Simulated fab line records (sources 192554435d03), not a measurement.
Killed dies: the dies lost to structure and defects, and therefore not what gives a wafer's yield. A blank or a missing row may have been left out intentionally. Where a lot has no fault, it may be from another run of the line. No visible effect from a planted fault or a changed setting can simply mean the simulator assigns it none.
fab line records -- flow n5Finfet
record: lots: 8, wafers: 24, lastDay: 19
route steps=1938 shown HKMG_FIN@406 BEOL_M4@1111 PASSIVATION@1936
lots with no fault: from the same line, run without faults
startH: the number of hours between the record's first day and the start of the first shown wafer of the lot -- waitH: hours from the lot's prior step to this one -- " unchanged from the row above -- L1.1+2: a row that stands for several wafers -- - value missing, or start not given -- * or withheld: withheld -- < > ~ a bound
route shown NAME@n: names a module that has steps shown in the file, with the first one's number in the route -- usual: average and standard deviation across the fault-free wafers -- same: alike in all rows -- chamber/n: place in a boat -- sites: each site's reading -- _std_site: their standard deviation -- _edge_site: outer sites' mean less inner sites' -- radiusMm: for every site, how far away it sits from the centre of the wafer -- mask NAME#n: copy n -- behind: the most recent tool/chamber to have shaped the wafer -- hold: why the lot went on hold/how many hours it stayed there/how the hold came to an end -- device: the n, p or np transistor that did not switch -- end of line: the route-end tests of the same wafers -- step lacking rows: just its recipe -- killed: the dies lost at the first sort to structure and to defects; this is not the yield of the wafer -- map: per-die view of a wafer (x killed, . not killed, _ where there is no die)
set.NAME: the setting as run; set.NAME@STEP: as run at that earlier step -- model.NAME: the simulator's own value behind a step, which no gauge read
the route's steps for a sample of lots (tables are steps, rows are wafers)
services: from which hour (startH, from the record's first day; less than 0 if before it) a tool's chamber was out of use, for how many hours, and why
== steps ==
step: N5_HKMG_FIN_ETCH_58
recipe: chemistry: N2/H2, target: SOC, targetDepthA: 2158, ionEnergyEv: 50, biasW: 13, timeS: 741, pressureMtorr: 30, sourceW: 875, n2FlowSccm: 200, h2FlowSccm: 200
usual: drypumpMotorCurrentA: 5.7/0.48, oesProductAu: 0.76/0.057, rfFwdPowerW: 874.1/2.6, rfVppV: 99.1/1, showerheadPlenumPTorr: 2.54/0.089, throttleValvePct: 17.86/0.23
same: timeS: 741
lot.wafer,tool,chamber,startH,waitH,drypumpMotorCurrentA,oesProductAu,rfFwdPowerW,rfHoursCounterH,rfVppV,showerheadPlenumPTorr,throttleValvePct
L246.1,rieDiel-05,2,71.85,0.0,6.2,0.76,877.2,164,100.5,2.63,17.96
L246.2,rieDiel-05,3,71.85,0.0,5.6,0.76,879.4,147,99.9,2.44,18.15
L246.6,rieDiel-05,3,71.85,0.0,5.6,0.76,873.2,-,97.8,2.44,18.14
L254.2,rieDiel-01,1,120.19,0.0,5.9,0.75,877.0,164,97.2,2.44,17.76
L254.3,rieDiel-01,0,120.19,0.0,5.5,0.81,868.6,71,100.0,2.46,18.00
L254.5,rieDiel-01,3,120.19,0.0,5.1,0.71,874.1,-,98.9,2.61,17.70
L257.1,rieDiel-04,3,138.39,0.0,6.7,0.88,874.2,52,99.0,2.69,17.53
L257.2,rieDiel-04,0,138.39,0.0,5.8,0.78,874.5,104,100.7,2.45,17.50
L257.5,rieDiel-04,1,138.39,0.0,5.7,0.82,872.8,-,98.8,2.46,17.62
L256.3,rieDiel-01,0,140.11,0.0,5.6,0.81,875.7,77,99.7,2.46,18.00
L256.4,rieDiel-01,3,140.11,0.0,5.1,0.71,878.7,220,100.1,2.61,17.69
L256.5,rieDiel-01,2,140.11,0.0,6.1,0.73,873.8,-,99.0,2.52,18.08
L261.1,rieDiel-04,3,162.26,0.0,6.7,0.87,871.0,61,99.8,2.68,17.57
L261.3,rieDiel-04,2,162.26,0.0,6.0,0.69,875.7,229,100.1,2.61,18.05
L261.5,rieDiel-04,0,162.26,0.0,5.8,0.78,875.8,-,99.1,2.45,17.53
L262.1,rieDiel-05,2,167.46,0.0,6.1,0.72,879.3,197,99.6,2.62,18.00
L262.2,rieDiel-05,3,167.46,0.0,5.6,0.73,870.4,182,97.9,2.43,18.22
L262.3,rieDiel-05,1,167.46,0.0,5.0,0.85,878.2,55,99.8,2.58,17.80
L267.2,rieDiel-04,3,199.74,0.0,6.7,0.85,874.5,72,99.9,2.68,17.57
L267.3,rieDiel-04,2,199.74,0.0,6.0,0.68,874.3,242,100.3,2.61,18.07
L267.5,rieDiel-04,2,199.74,0.0,6.0,0.68,872.9,-,99.5,2.61,18.08
L269.3,rieDiel-04,0,209.68,0.0,5.8,0.76,875.5,132,99.1,2.44,17.56
L269.5,rieDiel-04,3,209.68,0.0,6.7,0.85,870.6,-,100.4,2.68,17.59
L269.6,rieDiel-04,0,209.68,0.0,5.8,0.77,874.3,-,98.4,2.44,17.55
step: N5_HKMG_FIN_STRIP_93
recipe: chemistry: N2/H2, material: SOC, timeS: 20, powerW: 500, tempC: 40, pressureMtorr: 50, rfFrequencyHz: 6e+07, biasPowerW: 8, h2Frac: 0.5, n2FlowSccm: 300, h2FlowSccm: 300
usual: drypumpMotorCurrentA: 5.7/0.47, oesProductAu: 0.77/0.057, rfFwdPowerW: 496.1/2, rfVppV: 54.2/0.89, showerheadPlenumPTorr: 3.35/0.11, throttleValvePct: 19.1/0.35
same: timeS: 20
lot.wafer,tool,chamber,startH,waitH,drypumpMotorCurrentA,oesProductAu,rfFwdPowerW,rfHoursCounterH,rfVppV,showerheadPlenumPTorr,throttleValvePct
L246.1,rieDiel-05,2,72.28,0.2,6.1,0.77,499.2,164,53.8,3.47,19.2
L246.2,rieDiel-05,3,72.28,0.2,5.6,0.75,496.8,148,54.8,3.23,19.5
L246.6,rieDiel-05,3,72.28,0.2,5.6,0.75,495.4,-,55.0,3.23,19.5
L254.2,rieDiel-01,1,120.62,0.2,5.9,0.75,496.6,164,54.6,3.22,19.0
L254.3,rieDiel-01,0,120.62,0.2,5.5,0.81,497.3,71,54.0,3.26,19.6
L254.5,rieDiel-01,3,120.62,0.2,5.1,0.71,496.1,-,54.7,3.45,18.8
L257.1,rieDiel-04,3,138.82,0.2,6.7,0.88,493.4,52,52.8,3.54,18.7
L257.2,rieDiel-04,0,138.82,0.2,5.8,0.79,493.7,104,52.8,3.24,18.6
L257.5,rieDiel-04,1,138.82,0.2,5.7,0.82,497.2,-,51.8,3.26,18.6
L256.3,rieDiel-01,0,140.53,0.2,5.5,0.80,498.5,77,53.2,3.26,19.7
L256.4,rieDiel-01,3,140.53,0.2,5.2,0.71,495.7,220,53.2,3.45,18.8
L256.5,rieDiel-01,2,140.53,0.2,6.0,0.74,493.2,-,53.6,3.33,19.1
L261.1,rieDiel-04,3,162.68,0.2,6.7,0.87,492.5,61,54.7,3.54,18.8
L261.3,rieDiel-04,2,162.68,0.2,6.0,0.70,496.2,229,52.7,3.45,19.2
L261.5,rieDiel-04,0,162.68,0.2,5.8,0.77,494.3,-,54.2,3.24,18.6
L262.1,rieDiel-05,2,167.88,0.2,6.2,0.72,496.2,197,53.8,3.46,19.2
L262.2,rieDiel-05,3,167.88,0.2,5.6,0.73,495.6,182,53.6,3.21,19.6
L262.3,rieDiel-05,1,167.88,0.2,5.0,0.85,494.4,55,55.0,3.41,19.1
L267.2,rieDiel-04,3,200.17,0.2,6.7,0.85,491.8,72,55.2,3.53,18.8
L267.3,rieDiel-04,2,200.17,0.2,6.0,0.69,495.1,242,53.3,3.44,19.3
L267.5,rieDiel-04,2,200.17,0.2,6.0,0.69,496.8,-,53.8,3.44,19.3
L269.3,rieDiel-04,0,210.11,0.2,5.8,0.76,494.4,132,54.7,3.23,18.6
L269.5,rieDiel-04,3,210.11,0.2,6.7,0.86,491.1,-,55.3,3.53,18.8
L269.6,rieDiel-04,0,210.11,0.2,5.8,0.76,496.0,-,52.7,3.23,18.6
step: N5_HKMG_FIN_CVD_62
recipe: material: a-Si, targetThkA: 30, tempC: 500, precursor: Si2H6, pressureTorr: 1, timeS: 20.8
usual: heaterPowerW: 1451/200, susceptorTempC: 500.03/0.23
same: timeS: 20.8
lot.wafer,tool,chamber,startH,waitH,heaterPowerW,susceptorTempC
L246.1,thermalCvdSi-02,0,73.52,0.2,1843,499.70
L246.2,thermalCvdSi-02,1,73.52,0.2,1515,500.11
L246.6,thermalCvdSi-02,1,73.52,0.2,1503,499.61
L254.2,thermalCvdSi-02,0,121.65,0.2,1855,499.77
L254.3,thermalCvdSi-02,2,121.65,0.2,1289,500.11
L254.5,thermalCvdSi-02,2,121.65,0.2,1324,500.23
L257.1,thermalCvdSi-02,2,139.83,0.2,1319,499.92
L257.2,thermalCvdSi-02,0,139.83,0.2,1837,500.39
L257.5,thermalCvdSi-02,0,139.83,0.2,1805,500.43
L256.3,thermalCvdSi-01,0,141.53,0.2,1267,499.90
L256.4,thermalCvdSi-01,1,141.53,0.2,1494,500.02
L256.5,thermalCvdSi-01,2,141.53,0.2,1295,499.90
L261.1,thermalCvdSi-01,2,163.68,0.2,1278,500.18
L261.3,thermalCvdSi-01,1,163.68,0.2,1523,499.99
L261.5,thermalCvdSi-01,1,163.68,0.2,1482,500.09
L262.1,thermalCvdSi-02,2,168.88,0.2,1323,499.90
L262.2,thermalCvdSi-02,1,168.88,0.2,1495,500.74
L262.3,thermalCvdSi-02,0,168.88,0.2,1832,500.09
L267.2,thermalCvdSi-01,2,201.17,0.2,1291,499.80
L267.3,thermalCvdSi-01,0,201.17,0.2,1286,500.24
L267.5,thermalCvdSi-01,2,201.17,0.2,1267,499.59
L269.3,thermalCvdSi-01,0,211.11,0.2,1253,500.51
L269.5,thermalCvdSi-01,2,211.11,0.2,1253,499.64
L269.6,thermalCvdSi-01,1,211.11,0.2,1559,500.30
step: N5_HKMG_FIN_INSPECT_14
recipe: mode: adi, inspectInstrument: macro
usual: rawDefectCount: 2.1/1.5
lot.wafer,tool,chamber,startH,waitH,rawDefectCount
L246.1,defectInspect-02,-,75.21,0.0,2
L246.2,defectInspect-02,-,75.21,0.0,4
L246.6,defectInspect-02,-,75.21,0.0,2
L254.2,defectInspect-02,-,123.38,0.0,2
L254.3,defectInspect-02,-,123.38,0.0,4
L254.5,defectInspect-02,-,123.38,0.0,1
L257.1,defectInspect-02,-,141.60,0.0,4
L257.2,defectInspect-02,-,141.60,0.0,4
L257.5,defectInspect-02,-,141.60,0.0,0
L256.3,defectInspect-02,-,143.17,0.0,1
L256.4,defectInspect-02,-,143.17,0.0,0
L256.5,defectInspect-02,-,143.17,0.0,4
L261.1,defectInspect-02,-,165.34,0.0,3
L261.3,defectInspect-02,-,165.34,0.0,2
L261.5,defectInspect-02,-,165.34,0.0,3
L262.1,defectInspect-01,-,170.49,0.0,3
L262.2,defectInspect-01,-,170.49,0.0,6
L262.3,defectInspect-01,-,170.49,0.0,>300
L267.2,defectInspect-01,-,202.70,0.0,1
L267.3,defectInspect-01,-,202.70,0.0,2
L267.5,defectInspect-01,-,202.70,0.0,3
L269.3,defectInspect-01,-,212.72,0.0,3
L269.5,defectInspect-01,-,212.72,0.0,8
L269.6,defectInspect-01,-,212.72,0.0,0
step: N5_HKMG_FIN_ETCH_32
recipe: chemistry: N2/H2, target: SOC, targetDepthA: 2400, tempC: 40, timeS: 300, ionEnergyEv: 200, maskMaterial: SiARC, pressureMtorr: 30, sourceW: 840, biasW: 150, n2FlowSccm: 200, h2FlowSccm: 200
usual: drypumpMotorCurrentA: 5.8/0.49, oesProductAu: 0.77/0.06, rfFwdPowerW: 838.1/2.6, rfVppV: 523.9/2.6, showerheadPlenumPTorr: 2.55/0.091, throttleValvePct: 17.89/0.24
same: timeS: 300
lot.wafer,tool,chamber,startH,waitH,drypumpMotorCurrentA,oesProductAu,rfFwdPowerW,rfHoursCounterH,rfVppV,showerheadPlenumPTorr,throttleValvePct
L246.1,rieDiel-01,2,75.34,0.0,6.1,0.74,836.8,186,523.9,2.53,18.09
L246.2,rieDiel-01,1,75.34,0.0,5.9,0.77,840.9,147,521.6,2.44,17.76
L246.6,rieDiel-01,2,75.34,0.0,6.1,0.74,837.8,-,522.6,2.53,18.09
L254.2,rieDiel-01,2,123.51,0.0,6.1,0.73,834.4,203,525.6,2.52,18.11
L254.3,rieDiel-01,0,123.51,0.0,5.5,0.81,833.8,72,521.5,2.46,18.04
L254.5,rieDiel-01,3,123.51,0.0,5.1,0.72,841.1,-,524.7,2.61,17.75
L257.1,rieDiel-05,1,141.72,0.0,5.0,0.87,837.7,44,525.5,2.59,17.84
L257.2,rieDiel-05,0,141.72,0.0,4.9,0.72,835.1,205,527.0,2.63,18.20
L257.5,rieDiel-05,2,141.72,0.0,6.1,0.73,843.6,-,525.4,2.62,18.03
L256.3,rieDiel-01,1,143.30,0.0,5.9,0.74,837.0,172,520.2,2.43,17.81
L256.4,rieDiel-01,0,143.30,0.0,5.5,0.80,841.0,78,522.0,2.46,18.04
L256.5,rieDiel-01,1,143.30,0.0,5.9,0.74,836.0,-,521.0,2.43,17.80
L261.1,rieDiel-04,3,165.47,0.0,6.7,0.87,832.9,62,526.2,2.68,17.60
L261.3,rieDiel-04,1,165.47,0.0,5.7,0.82,837.6,115,522.1,2.46,17.65
L261.5,rieDiel-04,0,165.47,0.0,5.8,0.78,838.4,-,520.2,2.45,17.57
L262.1,rieDiel-04,0,170.68,0.0,5.8,0.77,838.4,118,521.9,2.45,17.59
L262.2,rieDiel-04,1,170.68,0.0,5.7,0.81,841.3,118,522.0,2.46,17.66
L262.3,rieDiel-04,3,170.68,0.0,6.7,0.86,840.0,62,528.5,2.68,17.60
L267.2,rieDiel-04,2,202.82,0.0,6.0,0.68,842.7,243,526.2,2.61,18.11
L267.3,rieDiel-04,1,202.82,0.0,5.7,0.79,838.3,130,522.8,2.45,17.69
L267.5,rieDiel-04,3,202.82,0.0,6.7,0.85,837.6,-,528.0,2.68,17.62
L269.3,rieDiel-04,1,212.84,0.0,5.7,0.79,836.0,133,521.7,2.45,17.70
L269.5,rieDiel-04,0,212.84,0.0,5.8,0.76,834.1,-,520.1,2.44,17.60
L269.6,rieDiel-04,3,212.84,0.0,6.7,0.85,836.3,-,527.8,2.68,17.63
step: N5_BEOL_M4_RC_MEAS_101
usual: DIBL_N: 36.0/1.4, DIBL_P: 36.1/1.4, IOFF_N: 0.153/0.02, IOFF_P: 0.211/0.026, ION_N: 673/8.7, ION_P: 463/6.7, SS_N: 71.5/0.5, SS_P: 73.3/0.54, VT_N: 250.1/2.4, VT_P: -250.2/2.9
lot.wafer,tool,chamber,startH,waitH,DIBL_N[mV/V],DIBL_P[mV/V],IOFF_N[nA/um],IOFF_P[nA/um],ION_N[uA/um],ION_P[uA/um],SS_N[mV/dec],SS_P[mV/dec],VT_N[mV],VT_P[mV]
L246.1,prober-02,0,180.51,0.0,35.0,36.0,0.147,0.215,681,478,70.4,72.5,248.7,-247.8
L246.2,prober-02,0,180.51,0.0,34.5,34.9,0.134,0.201,671,469,71.1,72.2,251.1,-247.9
L246.6,prober-02,0,180.51,0.0,35.7,36.5,0.149,0.231,675,472,71.2,72.7,250.3,-247.5
L254.2,prober-01,0,239.37,0.2,37.4,38.2,0.177,0.241,680,465,72.0,73.2,249.7,-247.3
L254.3,prober-01,0,239.37,0.2,36.4,36.8,0.162,0.219,678,466,71.5,72.6,248.2,-247.1
L254.5,prober-01,0,239.37,0.2,38.7,39.7,0.215,0.275,690,469,72.2,73.7,247.5,-246.1
L257.1,prober-02,0,262.70,0.0,33.7,35.3,0.126,0.196,657,457,71.5,73.2,254.5,-250.8
L257.2,prober-02,0,262.70,0.0,34.2,35.4,0.141,0.199,685,462,71.2,73.5,253.0,-251.9
L257.5,prober-02,0,262.70,0.0,36.5,38.1,0.173,0.238,681,470,72.2,73.6,249.7,-248.4
L256.3,prober-02,0,263.94,0.9,39.0,39.5,0.212,0.261,686,467,72.0,74.4,245.7,-248.4
L256.4,prober-02,0,263.94,0.9,36.5,36.3,0.155,0.206,664,463,71.4,73.7,248.2,-250.4
L256.5,prober-02,0,263.94,0.9,34.7,33.6,0.127,0.164,661,454,70.8,72.8,253.4,-255.1
L261.1,prober-02,0,281.73,0.5,37.4,36.2,0.142,0.193,664,460,71.4,73.1,251.9,-249.8
L261.3,prober-02,0,281.73,0.5,36.6,36.2,0.143,0.192,672,464,71.6,73.2,251.8,-251.3
L261.5,prober-02,0,281.73,0.5,37.2,36.1,0.146,0.205,671,463,71.2,72.9,252.6,-251.0
L262.1,prober-01,0,291.27,0.0,37.0,36.9,0.184,0.281,697,482,71.4,73.5,244.1,-239.9
L262.2,prober-01,0,291.27,0.0,36.8,36.3,0.175,0.255,691,478,71.3,73.3,244.7,-242.6
L262.3,prober-01,0,291.27,0.0,36.0,35.9,0.165,0.241,681,467,71.2,73.2,248.3,-243.3
L269.3,prober-01,0,327.55,0.3,34.3,36.0,0.141,0.198,673,466,71.7,73.2,251.4,-252.4
L269.5,prober-01,0,327.55,0.3,33.8,35.2,0.135,0.188,665,460,71.2,73.0,251.8,-251.7
L269.6,prober-01,0,327.55,0.3,34.8,36.4,0.147,0.205,668,463,71.6,73.7,250.1,-252.6
L267.2,prober-02,0,347.19,0.2,34.5,36.3,0.150,0.208,664,459,70.8,73.9,246.7,-250.5
L267.3,prober-02,0,347.19,0.2,33.6,33.6,0.121,0.162,659,449,70.5,73.1,250.9,-253.8
L267.5,prober-02,0,347.19,0.2,34.5,35.7,0.142,0.187,665,454,70.2,72.9,249.3,-254.0
step: N5_PASSIVATION_PROBE_49
usual: defectLimitedYield: 91.2/1.4, killed_at_M0_to_M3: 34/9.7, killed_at_M4_up: 14/5.2, killedAtContacts: 13/6.7, killedAtFrontEnd: 39/11, killedAtOther: 3.6/2.6, killedDies: 104/17, killedOnRim: 13/3.8, killedOpen: 69/12, killedShort: 34/8.2, sort_bin_5_function: 5.3/0.89, sort_bin_6_memory: 3.2/0.69, sortNPass: 1076/17, sortYieldPct: 91.2/1.4
same: grossDies: 1180, killedAtBackSide: 0, sort_bin_4_leakage[%]: 0, sort_bin_8_speed[%]: 0
lot.wafer,tool,chamber,startH,waitH,defectLimitedYield[%],killed_at_M0_to_M3,killed_at_M4_up,killedAtContacts,killedAtFrontEnd,killedAtOther,killedDies,killedOnRim,killedOpen,killedShort,sort_bin_5_function[%],sort_bin_6_memory[%],sortNPass,sortYieldPct[%]
L257.1,prober-02,-,361.38,0.0,89.2,32,13,13,66,4,128,22,85,36,5.1,4.8,1052,89.2
L257.2,prober-02,-,361.43,0.1,90.3,35,17,6,50,6,114,17,69,44,6.3,3.1,1066,90.3
L257.5,prober-02,-,361.58,0.2,91.9,23,12,7,46,7,95,9,67,28,5.1,2.7,1085,91.9
L261.1,prober-01,-,392.99,0.0,88.5,36,9,27,58,6,136,13,84,46,7.0,4.1,1044,88.5
L261.3,prober-01,-,393.09,0.1,89.7,41,11,15,53,2,122,14,82,33,5.3,4.6,1058,89.7
L261.5,prober-01,-,393.19,0.2,90.4,29,13,14,53,4,113,11,69,39,5.7,3.7,1067,90.4
L262.1,prober-02,-,402.13,0.0,89.5,46,16,11,49,2,124,16,78,43,6.5,3.5,1056,89.5
L262.2,prober-02,-,402.18,0.1,91.6,19,12,13,54,1,99,16,73,26,4.8,3.3,1081,91.6
L262.3,prober-02,-,402.23,0.1,85.3,33,10,8,120,3,174,31,66,34,10.2,3.1,1006,85.3
killed by level:class
L257.1 FIN_SAQP:geometricParticle:open=17 STI_FIN_REVEAL:geometricParticle:open=17 MOL_CONTACT_COAG:geometricParticle:open=11 FIN_SAQP:geometricParticle:short=8 GATE_CUT:geometricParticle:short=7 BEOL_M0_SAQP:geometricParticle:short=7 BEOL_M2:geometricParticle:open=7 HKMG_FIN:areaEtch=6
L257.2 FIN_SAQP:geometricParticle:short=15 BEOL_M0_SAQP:geometricParticle:open=9 BEOL_M2:geometricParticle:open=9 STI_FIN_REVEAL:geometricParticle:open=8 GATE_CUT:geometricParticle:short=6 BEOL_M1:geometricParticle:open=6 BEOL_M4:geometricParticle:open=5 FIN_SAQP:geometricParticle:open=4
L257.5 STI_FIN_REVEAL:geometricParticle:open=14 FIN_SAQP:geometricParticle:open=8 BEOL_M3:geometricParticle:open=6 MOL_CONTACT_COAG:geometricParticle:open=6 DUMMY_GATE:geometricParticle:open=5 FIN_SAQP:geometricParticle:short=4 ILD0:geometricParticle:short=4 BEOL_M0_SAQP:geometricParticle:short=4
L261.1 MOL_CONTACT_COAG:geometricParticle:open=24 FIN_SAQP:geometricParticle:short=23 FIN_SAQP:geometricParticle:open=16 BEOL_M1:geometricParticle:open=10 DUMMY_GATE:geometricParticle:open=7 BEOL_M2:geometricParticle:open=6 BEOL_M0_SAQP:geometricParticle:open=5 BEOL_M8:geometricParticle:open=4
L261.3 MOL_CONTACT_COAG:geometricParticle:open=12 FIN_SAQP:geometricParticle:open=10 FIN_SAQP:geometricParticle:short=10 BEOL_M1:geometricParticle:open=9 BEOL_M0_SAQP:geometricParticle:open=8 DUMMY_GATE:geometricParticle:open=6 GATE_CUT:geometricParticle:open=6 BEOL_M2:geometricParticle:open=6
L261.5 FIN_SAQP:geometricParticle:open=16 FIN_SAQP:geometricParticle:short=13 DUMMY_GATE:geometricParticle:open=10 MOL_CONTACT_COAG:geometricParticle:open=10 BEOL_M1:geometricParticle:open=8 BEOL_M0_SAQP:geometricParticle:short=7 BEOL_M4:geometricParticle:open=6 BEOL_M2:geometricParticle:open=5
L262.1 FIN_SAQP:geometricParticle:open=19 FIN_SAQP:geometricParticle:short=11 BEOL_M2:geometricParticle:open=11 MOL_CONTACT_COAG:geometricParticle:open=10 BEOL_M0_SAQP:geometricParticle:short=10 BEOL_M3:geometricParticle:open=8 BEOL_M4:geometricParticle:open=7 BEOL_M0_SAQP:geometricParticle:open=6
L262.2 FIN_SAQP:geometricParticle:open=20 MOL_CONTACT_COAG:geometricParticle:open=10 GATE_CUT:geometricParticle:short=6 STI_FIN_REVEAL:geometricParticle:open=6 DUMMY_GATE:geometricParticle:open=6 BEOL_M0_SAQP:geometricParticle:open=5 FIN_SAQP:geometricParticle:short=4 ILD0:geometricParticle:short=4
L262.3 HKMG_FIN:unspecified=73 FIN_SAQP:geometricParticle:open=14 FIN_SAQP:geometricParticle:short=9 BEOL_M1:geometricParticle:open=8 BEOL_M3:geometricParticle:open=7 BEOL_M2:geometricParticle:open=7 MOL_CONTACT_COAG:geometricParticle:short=5 GATE_CUT:geometricParticle:open=4
== services ==
tool,chamber,startH,hours,kind
rieDiel-01,3,79.02,4.8,repair
thermalCvdSi-01,0,84.00,6.8,repair
thermalCvdSi-01,-,84.48,6.0,pm
thermalCvdSi-02,1,94.92,17.9,repair
rieDiel-01,2,95.07,1.2,repair
rieDiel-04,1,104.65,18.0,repair
rieDiel-05,2,191.66,1.2,repair
== key ==
firstSign: step: N5_HKMG_FIN_INSPECT_14, reading: rawDefectCount, direction: up, sigmas: 99+, usual: 2.1, struck: >300
effect: step: N5_PASSIVATION_PROBE_49, reading: killedAtFrontEnd, direction: up, sigmas: 7.5, usual: 39, struck: 120
moreKillsBornAt: N5_HKMG_FIN_CVD_62@thermalCvdSi-02: 73
metAt N5_HKMG_FIN_CVD_62
struckLots L262
struckWafers L262.3
notActingAt N5_HKMG_FIN_ETCH_58,N5_HKMG_FIN_STRIP_93,N5_HKMG_FIN_ETCH_32
onsetBetween 139.83 168.88
fault: kind: chamberParticleSource, tool: thermalCvdSi-02, chamber: 0, onsetH: 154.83, steps: N5_HKMG_FIN_CVD_62, ratePerVisitCm2: 0.57714, endH: 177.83
